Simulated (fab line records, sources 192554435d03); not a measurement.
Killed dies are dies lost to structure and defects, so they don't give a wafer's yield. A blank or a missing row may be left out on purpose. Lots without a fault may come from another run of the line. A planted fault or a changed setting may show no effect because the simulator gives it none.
Split-lot experiment | flow n5_finfet | 7 lots, 21 wafers read, on a route of 1938 steps

THE SPLIT
At N5_BEOL_M14_PEB_26 (peb time 90 s), the setting peb_temp_c was moved away from the recipe's 130 C on 7 of the 21 wafers read, by -2.8% to +2.1%. The other wafers ran this setting at the recipe's value.

FROM THE SPLIT TO THE READING: what the file shows between them, 2 steps
- N5_BEOL_M14_DEVELOP_27: develop time 45 s
- N5_BEOL_M14_HARDBAKE_32: time 120 s

THE READING
cd_nm, in nm, at N5_BEOL_M14_CD_MEAS_28 (target cd 284.4 nm). Fault-free wafers of this fab line usually give 283.3 nm, standard deviation 1.5 nm.

wafer  | tool, chamber at the split | peb_temp_c as run, C | against the recipe | cd_nm, nm | against lot-mates on the recipe
L075.1 | litho_track-04, 0          | 130                  | recipe             | 280.1     | -
L075.2 | litho_track-04, 0          | 130                  | recipe             | 280.4     | -
L075.6 | litho_track-04, 0          | 131.2                | +0.9%              | 288.0     | +7.8
L083.1 | litho_track-03, 0          | 132.7                | +2.1%              | 293.6     | +11.1
L083.3 | litho_track-03, 0          | 130                  | recipe             | 282.3     | -
L083.5 | litho_track-03, 0          | 130                  | recipe             | 282.7     | -
L092.1 | litho_track-02, 0          | 130                  | recipe             | 285.2     | -
L092.3 | litho_track-02, 0          | 126.4                | -2.8%              | 263.1     | -22.5
L092.4 | litho_track-02, 0          | 130                  | recipe             | 286.0     | -
L091.1 | litho_track-04, 0          | 130                  | recipe             | 283.3     | -
L091.2 | litho_track-04, 0          | 127.8                | -1.7%              | 273.0     | -10.3
L091.3 | litho_track-04, 0          | 127.8                | -1.7%              | 272.7     | -10.6
L095.3 | litho_track-04, 0          | 127.8                | -1.7%              | 271.9     | -11.5
L095.4 | litho_track-04, 0          | 130                  | recipe             | 283.8     | -
L095.5 | litho_track-04, 0          | 130                  | recipe             | 282.9     | -
L096.1 | litho_track-04, 0          | 130                  | recipe             | 282.4     | -
L096.4 | litho_track-04, 0          | 130                  | recipe             | 284.2     | -
L096.5 | litho_track-04, 0          | 130                  | recipe             | 283.4     | -
L097.1 | litho_track-02, 0          | 130                  | recipe             | 286.9     | -
L097.4 | litho_track-02, 0          | 132.2                | +1.7%              | 293.1     | +7.2
L097.6 | litho_track-02, 0          | 130                  | recipe             | 284.8     | -

THE FIT
A straight line over all 21 wafers: cd_nm changes by +6.26 nm for each +1% of peb_temp_c; r = +0.97; the points scatter about the line by 1.8 nm.
The same after taking each lot's own level away (the mean of its wafers on the recipe; 21 wafers): +6.52 nm for each +1%; r = +0.98; scatter 1.5 nm.
On that fit, the largest move of peb_temp_c shifts the reading by 18 nm.
The lots' own levels span 280.25 to 285.85 nm, that is 3.7 times the standard deviation above.
So the lot-to-lot level changes the slope little: the two slopes agree.
Check: with one of the wafers moved furthest among these (-2.8%) left out of the fit, the line predicts -16.4 nm for it against its lot-mates. It came out at -22.5 nm against them.

THE WHOLE CHAIN: every reading that the file lists as answering this split, in the file's order
step                   | what it does                                           | reading                                                         | change (the file's fit)              | r (the file's)
N5_BEOL_M14_CD_MEAS_28 | target cd 284.4 nm                                     | cd_nm                                                           | +6.61 nm for each +1% of the setting | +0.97
N5_BEOL_M14_DESCUM_33  | chemistry O2, time 7.9 s                               | BEOL_M14.cd_nm (the simulator's own value, which no gauge read) | +6.61 nm for each +1% of the setting | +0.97
N5_BEOL_M14_ETCH_67    | etches SiARC in CF4, target depth 143 nm, time 238.3 s | BEOL_M14.cd_nm (the simulator's own value, which no gauge read) | +6.54 nm for each +1% of the setting | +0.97
N5_BEOL_M14_ETCH_68    | etches SOC in N2/H2, time 450 s                        | BEOL_M14.cd_nm (the simulator's own value, which no gauge read) | +6.25 nm for each +1% of the setting | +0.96

THE FILE'S OWN FIT
cd_nm changes by +6.61 nm for each +1% of peb_temp_c, r = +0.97.
